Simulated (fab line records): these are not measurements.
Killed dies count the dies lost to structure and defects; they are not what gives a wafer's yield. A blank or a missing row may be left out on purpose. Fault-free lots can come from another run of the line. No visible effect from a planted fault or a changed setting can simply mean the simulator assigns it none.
fab line records	flow n5_finfet
record lots=7	wafers=39
route steps=1938 shown BEOL_M15@1773
start_h: hours from the record's opening day to when the first of the lot's shown wafers began	wait_h: hours from the lot's prior step to this one	" identical to the entry in the row above	L1.1+2: several wafers, shown together as one row	- no value, or no start was given	* or withheld: withheld	< > ~ a bound
route shown NAME@n: names a module that has steps shown in the file, with the first one's number in the route	usual: mean/standard deviation of fault-free wafers	same: alike in all rows	chamber/n: place in a boat	sites: each site's reading	_std_site: the standard deviation of these	_edge_site: outer sites' mean less inner sites'	radius_mm: how far each site lies from the wafer's centre	mask NAME#n: copy n	behind: the tool/chamber that last shaped the wafer	hold: why the lot went on hold/how many hours it stayed there/how the hold came to an end	device: which transistor (n, p or np) failed to switch	end of line: tests of these same wafers at the route's end	where a step has no rows: the recipe by itself	killed: dies that structure and defects cost at the first sort, which is not the same as the wafer's yield	map: per-die view of a wafer (x killed, . not killed, _ where there is no die)
set.NAME: the run value of the setting; set.NAME@STEP: its run value at that earlier step	model.NAME: the simulator's own value behind a step, which no gauge read
lots whose settings were changed on purpose; a table a step, a row a wafer
## steps
# step N5_BEOL_M15_ILD_DEP_00
# recipe material=SiO2	target_thk_a=16293	temp_c=400	precursor=TEOS/O2	pressure_torr=6.5	rf_w=900	teos_flow_sccm=161.4	gas=O2	flow_sccm=2650	time_s=346.1
lot.wafer	tool	chamber	start_h	wait_h	set.time_s	model.SiO2_of_BEOL_M15_ILD_DEP_00.thk_nm
L077.1	pecvd-02	2	308.13	0.0	346.1	1606
L077.2	"	0	"	"	346.1	1645
L077.3	"	1	"	"	346.1	1607
L077.4	"	1	"	"	346.1	1610
L077.5	"	2	"	"	346.1	1640
L077.6	"	0	"	"	346.1	1643
L082.1	pecvd-03	0	331.37	0.0	141.6	660.4
L082.2	"	1	"	"	346.1	1631
L082.3	"	2	"	"	346.1	1624
L082.4	"	0	"	"	141.6	674.8
L082.5	"	2	"	"	141.6	699.4
L082.6	"	1	"	"	346.1	1657
L084.1	pecvd-03	1	337.06	0.0	158.8	762.6
L084.2	"	0	"	"	346.1	1621
L084.3	"	2	"	"	346.1	1642
L084.4	"	2	"	"	346.1	1662
L084.5	"	1	"	"	158.8	779.6
L084.6	"	0	"	"	158.8	756.4
L085.1	pecvd-01	0	352.18	0.0	346.1	1618
L085.2	"	1	"	"	346.1	1613
L085.3	"	2	"	"	346.1	1616
L085.4	"	0	"	"	346.1	1614
L085.5	"	2	"	"	346.1	1631
L085.6	"	1	"	"	346.1	1641
L086.1	pecvd-01	1	366.47	0.0	346.1	1633
L086.2	"	0	"	"	346.1	1604
L086.3	"	2	"	"	346.1	1600
L086.4	"	0	"	"	346.1	1621
L086.5	"	1	"	"	346.1	1646
L086.6	"	2	"	"	346.1	1619
L092.1	pecvd-03	2	391.32	0.0	346.1	1613
L092.2	"	0	"	"	346.1	1648
L092.3	"	1	"	"	346.1	1647
L092.4	"	2	"	"	346.1	1640
L092.5	"	0	"	"	346.1	1658
L092.6	"	1	"	"	346.1	1656
L096.1	pecvd-01	0	418.87	0.0	346.1	1586
L096.2	"	2	"	"	346.1	1587
L096.4	"	1	"	"	346.1	1647
# step N5_BEOL_M15_THK_MEAS_01
# recipe reads=SiO2_of_BEOL_M15_ILD_DEP_00
# usual M15_ILD_THK=1623/23
lot.wafer	tool	chamber	start_h	wait_h	set.time_s@BEOL_M15_ILD_DEP_00	M15_ILD_THK[nm]
L077.1	film_metro-02	-	308.38	0.1	346.1	1607
L077.2	"	-	"	"	346.1	1645
L077.3	"	-	"	"	346.1	1606
L077.4	"	-	"	"	346.1	1611
L077.5	"	-	"	"	346.1	1641
L077.6	"	-	"	"	346.1	1645
L082.1	film_metro-02	-	331.62	0.1	141.6	660
L082.2	"	-	"	"	346.1	1629
L082.3	"	-	"	"	346.1	1623
L082.4	"	-	"	"	141.6	675
L082.5	"	-	"	"	141.6	699
L082.6	"	-	"	"	346.1	1657
L084.1	film_metro-02	-	337.31	0.1	158.8	763
L084.2	"	-	"	"	346.1	1622
L084.3	"	-	"	"	346.1	1642
L084.4	"	-	"	"	346.1	1661
L084.5	"	-	"	"	158.8	779
L084.6	"	-	"	"	158.8	756
L085.1	film_metro-01	-	352.43	0.1	346.1	1617
L085.2	"	-	"	"	346.1	1613
L085.3	"	-	"	"	346.1	1616
L085.4	"	-	"	"	346.1	1614
L085.5	"	-	"	"	346.1	1629
L085.6	"	-	"	"	346.1	1640
L086.1	film_metro-01	-	366.72	0.1	346.1	1634
L086.2	"	-	"	"	346.1	1605
L086.3	"	-	"	"	346.1	1599
L086.4	"	-	"	"	346.1	1621
L086.5	"	-	"	"	346.1	1648
L086.6	"	-	"	"	346.1	1620
L092.1	film_metro-02	-	391.57	0.1	346.1	1612
L092.2	"	-	"	"	346.1	1648
L092.3	"	-	"	"	346.1	1647
L092.4	"	-	"	"	346.1	1641
L092.5	"	-	"	"	346.1	1656
L092.6	"	-	"	"	346.1	1657
L096.1	film_metro-02	-	419.12	0.1	346.1	1586
L096.2	"	-	"	"	346.1	1586
L096.4	"	-	"	"	346.1	1647
# step N5_BEOL_M15_COAT_58
# recipe resist=BARC	temp_c=205	time_s=60	spin_rpm=1500	resist_thk_nm=89
# step N5_BEOL_M15_COAT_04
# recipe spin_rpm=1704	resist_thk_nm=800
# step N5_BEOL_M15_DESCUM_15
# recipe chemistry=O2	time_s=7.9	source_power_w=50	bias_power_w=20	pressure_mtorr=20	rf_frequency_hz=2.712e+07	temp_c=40	o2_flow_sccm=225
# step N5_BEOL_M15_ETCH_59
# recipe chemistry=N2/H2	target=BARC	target_depth_a=890	overetch_a=267	time_s=67.9	ion_energy_ev=200	pressure_mtorr=30	source_w=840	bias_w=150	n2_flow_sccm=200	h2_flow_sccm=200
# step N5_BEOL_M15_VIA_ETCH_16
# recipe chemistry=C4F8/O2/Ar	target=SiO2	he_inner_torr=15	he_outer_torr=30	target_depth_a=17922	time_s=withheld	ion_energy_ev=800	pressure_mtorr=20	source_w=1905	bias_w=2040	Ar_flow_sccm=400	C4F8_flow_sccm=16	O2_flow_sccm=12	ends=cleared
lot.wafer	tool	chamber	start_h	wait_h	set.time_s@BEOL_M15_ILD_DEP_00	model.etch.depth_nm	model.coat_of_BEOL_M15_COAT_04.thk_nm
L077.1	rie_diel-01	2	309.46	0.0	*	1606	329.2
L077.2	"	1	"	"	*	1645	327.2
L077.3	"	3	"	"	*	1607	340.2
L077.4	"	0	"	"	*	1610	344.6
L077.5	"	0	"	"	*	1640	338.6
L077.6	"	1	"	"	*	1643	328.8
L082.1	rie_diel-06	3	332.23	0.0	*	660.5	555.2
L082.2	"	0	"	"	*	1631	334.4
L082.3	"	1	"	"	*	1624	331.6
L082.4	"	2	"	"	*	674.8	561
L082.5	"	3	"	"	*	699.4	552
L082.6	"	2	"	"	*	1657	332.2
L084.1	rie_diel-02	3	337.79	0.0	*	762.6	541
L084.2	"	2	"	"	*	1621	344
L084.3	"	0	"	"	*	1642	326.2
L084.4	"	1	"	"	*	1662	330
L084.5	"	2	"	"	*	779.6	538.8
L084.6	"	1	"	"	*	756.3	538.6
L085.1	rie_diel-06	0	353.03	0.0	*	1618	334.4
L085.2	"	2	"	"	*	1613	338.8
L085.3	"	3	"	"	*	1616	330.4
L085.4	"	1	"	"	*	1614	332.6
L085.5	"	2	"	"	*	1631	331.4
L085.6	"	3	"	"	*	1641	323
L086.1	rie_diel-02	3	367.43	0.0	*	1633	332.2
L086.2	"	1	"	"	*	1604	345.8
L086.3	"	2	"	"	*	1600	347.4
L086.4	"	0	"	"	*	1621	331
L086.5	"	1	"	"	*	1646	334.4
L086.6	"	2	"	"	*	1619	344.2
L092.1	rie_diel-01	2	392.33	0.0	*	1613	329.6
L092.2	"	1	"	"	*	1648	328.4
L092.3	"	0	"	"	*	1647	340
L092.4	"	1	"	"	*	1640	330.4
L092.5	"	2	"	"	*	1658	317.6
L092.6	"	0	"	"	*	1656	337.6
L096.1	rie_diel-06	0	419.74	0.0	*	1586	348
L096.2	"	2	"	"	*	1587	351.2
L096.4	"	1	"	"	*	1647	329.6
# step N5_BEOL_M15_STRIP_63
# recipe chemistry=O2	power_w=600	temp_c=60	pressure_mtorr=30	rf_frequency_hz=6e+07	bias_power_w=0	overash_fraction=0.3	o2_flow_sccm=225
# step N5_BEOL_M15_STRIP_64
# recipe chemistry=O2	power_w=600	temp_c=60	pressure_mtorr=30	rf_frequency_hz=6e+07	bias_power_w=0	overash_fraction=0.3	o2_flow_sccm=225
# step N5_BEOL_M15_STRIP_65
# recipe chemistry=post_etch_residue_remover	time_s=60	temp_c=25	remover_ph=withheld	remover_water_wt_pct=withheld	remover_fluoride_wt_pct=withheld
# step N5_BEOL_M15_SRD_66
# recipe time_s=30	temp_c=23	rinse_liquid=diw	dry=n2_spin	spin_rpm=1500	dry_time_s=30
# step N5_BEOL_M15_CD_MEAS_17
# recipe target_cd_nm=360	polarity=opening
# usual cd_nm=361.7/2
lot.wafer	tool	chamber	start_h	wait_h	set.time_s@BEOL_M15_ILD_DEP_00	cd_nm
L077.1	cd_sem-02	-	309.87	0.0	346.1	362.4
L077.2	"	-	"	"	346.1	361.4
L077.3	"	-	"	"	346.1	363.2
L077.4	"	-	"	"	346.1	363.2
L077.5	"	-	"	"	346.1	362.2
L077.6	"	-	"	"	346.1	360.7
L082.1	cd_sem-01	-	332.64	0.0	141.6	349.2
L082.2	"	-	"	"	346.1	361.8
L082.3	"	-	"	"	346.1	357.0
L082.4	"	-	"	"	141.6	349.1
L082.5	"	-	"	"	141.6	350.5
L082.6	"	-	"	"	346.1	358.9
L084.1	cd_sem-01	-	338.20	0.0	158.8	354.3
L084.2	"	-	"	"	346.1	361.5
L084.3	"	-	"	"	346.1	362.2
L084.4	"	-	"	"	346.1	360.9
L084.5	"	-	"	"	158.8	348.9
L084.6	"	-	"	"	158.8	351.0
L085.1	cd_sem-02	-	353.48	0.0	346.1	359.0
L085.2	"	-	"	"	346.1	359.1
L085.3	"	-	"	"	346.1	361.3
L085.4	"	-	"	"	346.1	360.4
L085.5	"	-	"	"	346.1	358.3
L085.6	"	-	"	"	346.1	357.8
L086.1	cd_sem-03	-	367.84	0.0	346.1	362.0
L086.2	"	-	"	"	346.1	360.5
L086.3	"	-	"	"	346.1	359.0
L086.4	"	-	"	"	346.1	360.7
L086.5	"	-	"	"	346.1	363.0
L086.6	"	-	"	"	346.1	360.3
L092.1	cd_sem-01	-	392.74	0.0	346.1	362.8
L092.2	"	-	"	"	346.1	362.2
L092.3	"	-	"	"	346.1	363.9
L092.4	"	-	"	"	346.1	360.8
L092.5	"	-	"	"	346.1	363.6
L092.6	"	-	"	"	346.1	362.5
L096.1	cd_sem-03	-	420.15	0.0	346.1	361.3
L096.2	"	-	"	"	346.1	360.3
L096.4	"	-	"	"	346.1	360.8
## key
split step=N5_BEOL_M15_ILD_DEP_00	setting=time_s	stated=346.1	by=wafer
response step=N5_BEOL_M15_ILD_DEP_00	reading=model.SiO2_of_BEOL_M15_ILD_DEP_00.thk_nm	change=+16.2	per=1%	r=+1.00
response step=N5_BEOL_M15_THK_MEAS_01	reading=M15_ILD_THK	change=+16.2	per=1%	r=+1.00
response step=N5_BEOL_M15_VIA_ETCH_16	reading=model.etch.depth_nm	change=+16.2	per=1%	r=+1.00
response step=N5_BEOL_M15_VIA_ETCH_16	reading=model.coat_of_BEOL_M15_COAT_04.thk_nm	change=-3.79	per=1%	r=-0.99
response step=N5_BEOL_M15_CD_MEAS_17	reading=cd_nm	change=+0.174	per=1%	r=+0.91
